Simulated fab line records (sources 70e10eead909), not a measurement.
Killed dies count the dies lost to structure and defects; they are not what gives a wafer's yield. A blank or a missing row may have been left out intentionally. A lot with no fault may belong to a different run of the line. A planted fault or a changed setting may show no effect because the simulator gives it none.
What tool caused it? -- flow nand_harc -- 33 wafers from 11 lots sampled at 4 of the route's 1159 steps

== WHAT THE GAUGES SHOWED, per wafer ==
Not one reading of a measure or inspect step in the record can be checked against a usual standard deviation.

== TOOL THAT RAN EACH LOT (tool first, then ch and the chambers of the sampled wafers, then the start) ==
lot,NHARC_A_STAIRCASE_TRIM_222,NHARC_A_STAIRCASE_TRIM_224,NHARC_A_STAIRCASE_ETCH_225,NHARC_A_STAIRCASE_TRIM_226
L486,"rie_diel-08 ch 1,2, day 11 15:13 or earlier","rie_diel-08 ch 0,3, day 11 15:13","rie_diel-08 ch 0,2,3, no start","rie_diel-08 ch 0,2,3, no start"
L488,"rie_diel-08 ch 0,1, day 11 22:47 or earlier","rie_diel-08 ch 1,2,3, day 11 22:47","rie_diel-08 ch 0,1, no start","rie_diel-08 ch 2,3, no start"
L489,"rie_diel-11 ch 0,2,3, day 12 10:13 or earlier","rie_diel-11 ch 0,2,3, day 12 10:13","rie_diel-11 ch 0,1,2, no start","rie_diel-11 ch 0,1,2, no start"
L498,"rie_diel-11 ch 0,2,3, day 14 12:09 or earlier","rie_diel-11 ch 1,2,3, day 14 12:09","rie_diel-11 ch 0,1,2, no start","rie_diel-11 ch 0,1,2, no start"
L496,"rie_diel-08 ch 0,1,3, day 14 12:25 or earlier","rie_diel-08 ch 0,1,3, day 14 12:25","rie_diel-08 ch 1,2, no start","rie_diel-08 ch 0,2,3, no start"
L499,"rie_diel-08 ch 0,2,3, day 14 16:55 or earlier","rie_diel-08 ch 0,1,3, day 14 16:55","rie_diel-08 ch 0,1,3, no start","rie_diel-08 ch 1,2,3, no start"
L500,"rie_diel-09 ch 0,1, day 14 17:58 or earlier","rie_diel-09 ch 0,3, day 14 17:58","rie_diel-09 ch 0,1,3, no start","rie_diel-09 ch 0,1,3, no start"
L503,"rie_diel-09 ch 1,3, day 15 14:41 or earlier","rie_diel-09 ch 0,3, day 15 14:41","rie_diel-09 ch 0,1, no start","rie_diel-09 ch 0,1,3, no start"
L501,"rie_diel-09 ch 0,3, day 15 19:35 or earlier","rie_diel-09 ch 0,3, day 15 19:35","rie_diel-09 ch 0,1, no start","rie_diel-09 ch 0,1, no start"
L504,"rie_diel-11 ch 0,3, day 15 23:46 or earlier","rie_diel-11 ch 1,2,3, day 15 23:46","rie_diel-11 ch 0,2,3, no start","rie_diel-11 ch 0,1,2, no start"
L506,"rie_diel-09 ch 1,2,3, day 16 07:44 or earlier","rie_diel-09 ch 0,1,3, day 16 07:44","rie_diel-09 ch 1,2,3, no start","rie_diel-09 ch 0,2,3, no start"
- NHARC_A_STAIRCASE_TRIM_222: chemistry O2, time 211.2 s.
- NHARC_A_STAIRCASE_TRIM_224: chemistry O2, time 211.2 s.
- NHARC_A_STAIRCASE_ETCH_225: etches the open film in C4F8/O2, target depth 100 nm, time 40.5 s.
- NHARC_A_STAIRCASE_TRIM_226: chemistry O2, time 211.2 s.

== WHAT THE TOOLS THEMSELVES READ (means of the sampled wafers that have a number; where no wafer has one, the mark that the record gives instead) ==
NHARC_A_STAIRCASE_TRIM_222.
lot,tool,drypump_motor_current_A (A),o2_flow_sccm (sccm),oes_product_au (a.u.),rf_vpp_V (V),run_length_s (s),showerhead_plenum_p_Torr (Torr),throttle_valve_pct (%)
L486,rie_diel-08,5.4,498.7,0.999,57.9,232.4,3.63,17.034
L488,rie_diel-08,6.0,500.7,1.001,58.5,232.2,3.55,17.033
L489,rie_diel-11,6.1,501.7,1.000,57.5,232.9,3.48,17.045
L498,rie_diel-11,6.1,498.4,0.997,57.5,232.9,3.47,17.028
L496,rie_diel-08,5.8,499.2,0.998,57.4,232.2,3.46,17.027
L499,rie_diel-08,5.7,500.7,0.999,58.3,232.5,3.61,17.030
L500,rie_diel-09,5.0,498.8,0.998,58.3,232.6,3.49,17.040
L503,rie_diel-09,5.3,500.8,1.003,57.3,232.5,3.68,17.047
L501,rie_diel-09,5.2,498.1,0.997,58.5,232.7,3.60,17.036
L504,rie_diel-11,6.3,499.4,1.004,57.7,233.1,3.40,17.036
L506,rie_diel-09,5.1,500.4,0.999,57.5,232.3,3.58,17.037

NHARC_A_STAIRCASE_TRIM_224.
lot,tool,drypump_motor_current_A (A),o2_flow_sccm (sccm),oes_product_au (a.u.),rf_vpp_V (V),run_length_s (s),showerhead_plenum_p_Torr (Torr),throttle_valve_pct (%)
L486,rie_diel-08,6.0,499.0,1.001,58.8,232.2,3.58,17.042
L488,rie_diel-08,5.5,500.8,1.001,56.6,232.2,3.51,17.035
L489,rie_diel-11,6.1,498.2,0.995,57.9,233.0,3.48,17.041
L498,rie_diel-11,6.2,500.4,0.996,56.9,232.8,3.49,17.025
L496,rie_diel-08,5.8,499.6,1.007,57.9,211.2,3.46,17.038
L499,rie_diel-08,5.8,500.6,1.003,57.8,211.5,3.46,17.036
L500,rie_diel-09,5.4,499.2,0.993,57.5,232.5,3.70,17.038
L503,rie_diel-09,5.2,500.1,1.002,57.9,232.2,3.60,17.047
L501,rie_diel-09,5.4,498.7,0.996,58.3,232.3,3.70,17.029
L504,rie_diel-11,6.2,500.7,0.996,57.9,232.7,3.48,17.037
L506,rie_diel-09,5.2,500.1,1.004,58.8,232.2,3.59,17.036

NHARC_A_STAIRCASE_ETCH_225.
lot,tool,oes_product_au (a.u.),rf_vpp_V (V)
L486,rie_diel-08,0.944,899
L488,rie_diel-08,0.938,897
L489,rie_diel-11,0.931,898
L498,rie_diel-11,0.936,898
L496,rie_diel-08,0.938,893
L499,rie_diel-08,0.942,893
L500,rie_diel-09,0.939,899
L503,rie_diel-09,0.937,896
L501,rie_diel-09,0.933,895
L504,rie_diel-11,0.943,893
L506,rie_diel-09,0.943,898

NHARC_A_STAIRCASE_TRIM_226.
lot,tool,drypump_motor_current_A (A),o2_flow_sccm (sccm),oes_product_au (a.u.),rf_vpp_V (V),run_length_s (s),showerhead_plenum_p_Torr (Torr),throttle_valve_pct (%)
L486,rie_diel-08,5.7,499.4,1.000,57.9,232.5,3.62,17.037
L488,rie_diel-08,5.4,501.0,0.999,58.0,232.7,3.66,17.033
L489,rie_diel-11,6.0,500.0,0.993,57.6,232.4,3.59,17.039
L498,rie_diel-11,6.0,499.9,1.002,59.3,232.8,3.58,17.034
L496,rie_diel-08,5.6,499.8,1.000,58.0,232.3,3.61,17.032
L499,rie_diel-08,5.5,499.6,0.994,57.8,232.2,3.50,17.039
L500,rie_diel-09,5.1,499.6,1.000,58.2,232.6,3.60,17.030
L503,rie_diel-09,5.2,500.9,0.994,57.5,232.2,3.59,17.037
L501,rie_diel-09,5.0,499.3,1.011,58.1,232.3,3.48,17.043
L504,rie_diel-11,6.0,499.0,0.997,57.1,232.3,3.58,17.040
L506,rie_diel-09,5.2,501.7,1.003,57.8,232.1,3.59,17.035

== THE ANSWER, worked out from the rows above alone ==
Rule: usual is defined by the lots themselves. The widest of any qualifying gaps counts: lots, ordered by their means at a reading, are off when they make up no more than a third of the lots, leave a main group of 4 or more, and stand apart from it by 3 or more times the standard deviation of that group's means. A main group whose means are all the same, to the digits that the tables above print for the reading, isn't used. Also off: a lot with no number at a reading for which 4 or more lots have one. All remaining lots with rows at the step are treated as sound. After the gauges, taken in route order, come the tools' own readings; for these a lot's mean is taken, as printed above. At the first step where some lot is off, the reading lying furthest off is the one used; lots without a number count as furthest.
Off, at NHARC_A_STAIRCASE_TRIM_224 on run_length_s: L496, L499. Mean 232.5 s and standard deviation 0.29 in the main group.
A tool fits if, at that step or a process step before it, it ran every lot that is off, and no sound lot after the first of them. NHARC_A_STAIRCASE_TRIM_222 gives no start for some lots, so the hours and the order of its lots are those of NHARC_A_STAIRCASE_TRIM_224. One candidate fits, namely rie_diel-08 at NHARC_A_STAIRCASE_TRIM_222 and NHARC_A_STAIRCASE_TRIM_224. At NHARC_A_STAIRCASE_TRIM_222 its last sound lot is L488 (day 11 22:47), its first lot that is off L496 (day 14 12:25): a fault that began between those two fits.

== WHAT THE SIMULATOR PUT IN ==
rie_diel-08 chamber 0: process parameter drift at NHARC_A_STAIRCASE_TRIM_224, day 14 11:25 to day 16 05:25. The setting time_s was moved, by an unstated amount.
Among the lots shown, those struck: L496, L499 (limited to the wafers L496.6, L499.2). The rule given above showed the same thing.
